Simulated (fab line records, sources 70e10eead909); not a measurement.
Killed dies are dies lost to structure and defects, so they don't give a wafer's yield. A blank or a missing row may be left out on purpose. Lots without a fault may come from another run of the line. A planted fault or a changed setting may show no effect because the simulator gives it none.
Chamber matching | flow nand_harc | NHARC_A_STAIRCASE_TRIM_187 on rie_diel-12: 4 sister chambers
The step chemistry O2, time 211.2 s. 4 wafers are shown with their chamber, then 11 later ones without.

WAFERS WITH THEIR CHAMBER
wafer  | chamber | drypump_motor_current_A (A)
L086.1 | 3       | 4.7
L086.2 | 2       | 5.5
L086.4 | 1       | 6.0
L088.2 | 0       | 5.9

WAFERS WITHOUT THEIR CHAMBER
wafer  | drypump_motor_current_A (A)
L088.4 | 6.0
L088.6 | 5.8
L089.4 | 4.7
L089.5 | 6.0
L089.6 | 5.4
L090.2 | 4.7
L090.4 | 5.5
L090.6 | 4.7
L091.1 | 6.0
L091.3 | 5.9
L091.6 | 5.8

WHICH CHAMBER EACH WENT THROUGH
wafer  | from the rows above     | in truth
L088.4 | can't be placed: 1 or 0 | 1
L088.6 | can't be placed: 0 or 1 | 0
L089.4 | 3                       | 3
L089.5 | can't be placed: 1 or 0 | 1
L089.6 | 2                       | 2
L090.2 | 3                       | 3
L090.4 | 2                       | 2
L090.6 | 3                       | 3
L091.1 | can't be placed: 1 or 0 | 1
L091.3 | can't be placed: 0 or 1 | 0
L091.6 | can't be placed: 0 or 1 | 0
Placed correctly: 5 of 11. Can't be placed from these rows: 6 (the true chamber is among the candidates in 6). Placed wrongly: 0.
How it was worked out, from the rows above alone: a wafer's distance from a chamber is the root of the sum, over the readings, of the square of ((its reading less the chamber's mean) divided by the reading's scatter). The wafer belongs to the nearest chamber; if the next one is less than 2 further off, it can't be placed. A chamber's mean is the mean of its shown wafers. The scatter: with one shown wafer a chamber, the root of the mean of the squares of how far each hidden wafer lies from its nearest shown one.
